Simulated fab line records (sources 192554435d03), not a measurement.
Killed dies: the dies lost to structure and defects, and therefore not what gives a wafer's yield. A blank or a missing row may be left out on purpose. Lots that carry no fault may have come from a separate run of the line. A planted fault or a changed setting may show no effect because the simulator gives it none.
A lot that was struck, set against a sound lot || flow n5 finfet || 26 steps out of a route of 1938
Sound: the wafers L816.2, L816.3, L816.5. Struck: wafers L827.4, L827.5, L827.6. Last of all comes the cause.
At each step with rows: each side's tool, then ch and its chambers, then its first start. Under that, the readings that differ: sound wafers || struck wafers || difference of the means || sigmas: that difference in standard deviations of wafers without a fault.
alike: readings whose means differ by less than 2 such deviations, and words and numbers that are the same on both sides. not compared: withheld readings, readings that some wafer has no value for, bounds like >300 that may hide the same value, and numbers for which the record gives no deviation and whose values overlap.
The two part at a step that has a row with sigmas, a row that says differs or no value, or rows on one side only. Numbers that have no deviation but don't overlap get no sigmas and don't part them. A reading that every wafer of one side lacks parts them only if that side has two wafers or more.

first, 10 steps without rows for these wafers: N5_BEOL_M2_DESCUM_16 (chemistry O2, time 7 s); N5_BEOL_M2_ETCH_74 (etches underlayer in N2/H2, target depth 6.5 nm, time 5.2 s); N5_BEOL_M2_ETCH_63 (etches SiARC in CF4, target depth 15.6 nm, time 26 s); N5_BEOL_M2_ETCH_64 (etches SOC in N2/H2, target depth 75 nm, overetch 22.5 nm, time 121.9 s); N5_BEOL_M2_STRIP_65 (strips in N2/H2); N5_BEOL_M2_STRIP_75 (strips in N2/H2); N5_BEOL_M2_STRIP_66 (strips in CF4); N5_BEOL_M2_HM_OPEN_17 (chemistry Cl2/BCl3, target TiN, target depth 20 nm, overetch 6 nm); N5_BEOL_M2_STRIP_19 (strips in O2); N5_BEOL_M2_COAT_67 (time 60 s, resist thk 60 nm).
N5_BEOL_M2_COAT_68: time 60 s, resist thk 12 nm.
  sound on litho track-04 ch 0, day 8 14:26; struck on litho track-04 ch 0, day 11 01:04
{"reading": "spin speed rpm (rpm)", "sound": "1499.0 1499.9 1501.8", "struck": "1730.5 1729.0 1730.0", "difference": "+229.6", "sigmas": "+99 or more"}
{"reading": "model.SiARC_of_BEOL_M2_COAT_68.thk nm (nm)", "sound": "12 12 12", "struck": "11.2 11.2 11.2", "difference": -0.8, "sigmas": ""}
  alike: resist line temp C
then, 9 steps without rows for these wafers: N5_BEOL_M2_COAT_76 (time 60 s, resist thk 5 nm); N5_BEOL_M2_COAT_22 (resist thk 30 nm); N5_BEOL_M2_EBR_24; N5_BEOL_M2_SOFTBAKE_23 (time 60 s); N5_BEOL_M2_EXPOSE_25 (exposes mask V1, defocus 5 nm); N5_BEOL_M2_PEB_26 (peb time 60 s); N5_BEOL_M2_DEVELOP_27 (develop time 30 s); N5_BEOL_M2_DESCUM_33 (chemistry O2, time 7 s); N5_BEOL_M2_ETCH_77 (etches underlayer in N2/H2, target depth 6.5 nm, time 5.2 s).
N5_BEOL_M2_ETCH_69: etches SiARC in CF4, target depth 15.6 nm, time 26 s.
  sound on rie diel-01 ch 0,2,3, day 8 14:53; struck on rie diel-01 ch 0,1,3, day 11 01:31
{"reading": "etch rf on time s (s)", "sound": "26.4 25.2 26.0", "struck": "24.2 23.5 24.5", "difference": -1.8, "sigmas": -4}
{"reading": "model.etch.depth nm (nm)", "sound": "12.01 12.07 12.05", "struck": "11.2 11.19 11.22", "difference": -0.8, "sigmas": ""}
{"reading": "model.CAR-EUV_of_BEOL_M2_COAT_22.thk nm (nm)", "sound": "11.2 11 11.2", "struck": "11.6 11.6 11.8", "difference": "+0.5", "sigmas": ""}
  alike: bias w, drypump motor current A, mfc ar sccm, oes product au, rf vpp V, showerhead plenum p Torr, throttle valve pct
  not compared: rf hours counter h
then, 1 step without rows for these wafers: N5_BEOL_M2_ALD_98 (deposits SiO2, target thk 2.5 nm, pulse time 1 s, co reactant pulse time 1 s).
N5_BEOL_M2_ETCHBACK_99: etches SiO2 in CHF3, target depth 5 nm, time 10.4 s.
  sound on rie diel-04 ch 2,3, day 8 17:16; struck on rie diel-01 ch 0,2,3, day 11 12:59
{"reading": "bias w (W)", "sound": "47.16 47.23 47.29", "struck": "46.81 47.06 46.87", "difference": -0.31, "sigmas": -2}
{"reading": "showerhead plenum p Torr (Torr)", "sound": "2.29 2.23 2.29", "struck": "2.13 2.06 2.06", "difference": -0.19, "sigmas": -3}
{"reading": "model.CAR-EUV_of_BEOL_M2_COAT_22.thk nm (nm)", "sound": "10.4 10.4 10.4", "struck": "11 11 11.2", "difference": "+1", "sigmas": ""}
  alike: CHF3_flow_sccm, drypump motor current A, mfc ar sccm, oes product au, rf vpp V, throttle valve pct
  not compared: rf hours counter h
N5_BEOL_M2_ETCH_70: etches SOC in N2/H2, target depth 80 nm, overetch 24 nm, time 130 s.
  sound on rie diel-04 ch 2,3, day 8 17:18; struck on rie diel-01 ch 0,2,3, day 11 13:02
{"reading": "rf vpp V (V)", "sound": "528.2 526.2 526.6", "struck": "523.0 520.8 520.9", "difference": -5.4, "sigmas": -2}
{"reading": "showerhead plenum p Torr (Torr)", "sound": "2.69 2.63 2.69", "struck": "2.51 2.44 2.44", "difference": -0.21, "sigmas": -2}
{"reading": "model.SiARC_of_BEOL_M2_COAT_68.thk nm (nm)", "sound": "6 6 6", "struck": "5.2 4.8 5", "difference": -1.0, "sigmas": ""}
  alike: bias w, drypump motor current A, oes product au, throttle valve pct
  not compared: rf hours counter h
then, 1 step without rows for these wafers: N5_BEOL_M2_STRIP_71 (strips in N2/H2).
N5_BEOL_M4_RC_MEAS_101:
  sound on prober-01 ch 0, day 10 09:01; struck on prober-01 ch 0, day 12 19:05
{"reading": "IOFF_P (nA/um)", "sound": "0.27 0.31 0.27", "struck": "0.23 0.22 0.20", "difference": -0.07, "sigmas": -2}
  alike: DIBL_N, DIBL_P, IOFF_N, ION_N, ION_P, SS_N, SS_P, VT_N, VT_P

== WHERE THEY PART ==
First at N5_BEOL_M2_COAT_68; last, within this record, at N5_BEOL_M4_RC_MEAS_101.

WHY: what had been put in by the simulator
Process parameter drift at N5_BEOL_M2_COAT_68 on litho track-04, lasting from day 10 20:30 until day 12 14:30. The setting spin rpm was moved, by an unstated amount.
